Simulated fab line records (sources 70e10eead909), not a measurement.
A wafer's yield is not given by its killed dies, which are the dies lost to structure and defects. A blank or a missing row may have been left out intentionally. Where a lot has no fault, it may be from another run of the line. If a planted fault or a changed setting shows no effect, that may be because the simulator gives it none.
Chamber matching | flow nand harc | NHARC_P_GATE_DEP_103 on pecvd-03 has 3 sister chambers
The step deposits SiON, target thk 30 nm. 6 wafers are shown with their chamber, then 6 later ones without.

== WAFERS WITH THEIR CHAMBER ==
wafer  | chamber | susceptor temp C (C) | heater power w (W)
L621.5 | 0       | 400.57               | 777
L622.1 | 2       | 399.91               | 820
L622.4 | 2       | 400.24               | 815
L622.5 | 0       | 400.34               | 806
L632.3 | 1       | 399.93               | 810
L632.6 | 1       | 400.10               | 800

== WAFERS WITH NO CHAMBER GIVEN ==
wafer  | susceptor temp C (C) | heater power w (W)
L635.2 | 399.80               | 796
L635.4 | 400.13               | 737
L635.5 | 399.80               | 832
L637.1 | 400.07               | 770
L637.5 | 399.99               | 724
L637.6 | 400.11               | 826

== THE CHAMBER EACH PASSED THROUGH ==
wafer  | from the rows above          | in truth
L635.2 | can't be placed: 1 or 2      | 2
L635.4 | can't be placed: 0 or 1 or 2 | 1
L635.5 | can't be placed: 2 or 1      | 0
L637.1 | can't be placed: 0 or 1 or 2 | 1
L637.5 | can't be placed: 0 or 1 or 2 | 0
L637.6 | can't be placed: 2 or 1      | 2
Correct placement for 0 of the 6. From these rows, 6 cannot be placed; in 5 the true chamber is one of the candidates. 0 placed wrongly.
How it was worked out, from the rows above alone: a wafer's distance from a chamber is the root of the sum, over the readings, of the square of ((its reading less the chamber's mean) divided by the reading's scatter). If the next closest chamber is less than 2 further off than the closest, the wafer can't be placed; otherwise it belongs to the closest. A chamber's mean is the mean of its shown wafers. The scatter: the root of (the sum of the squares of (reading less its chamber's mean) over the shown wafers, divided by (wafers less chambers)).
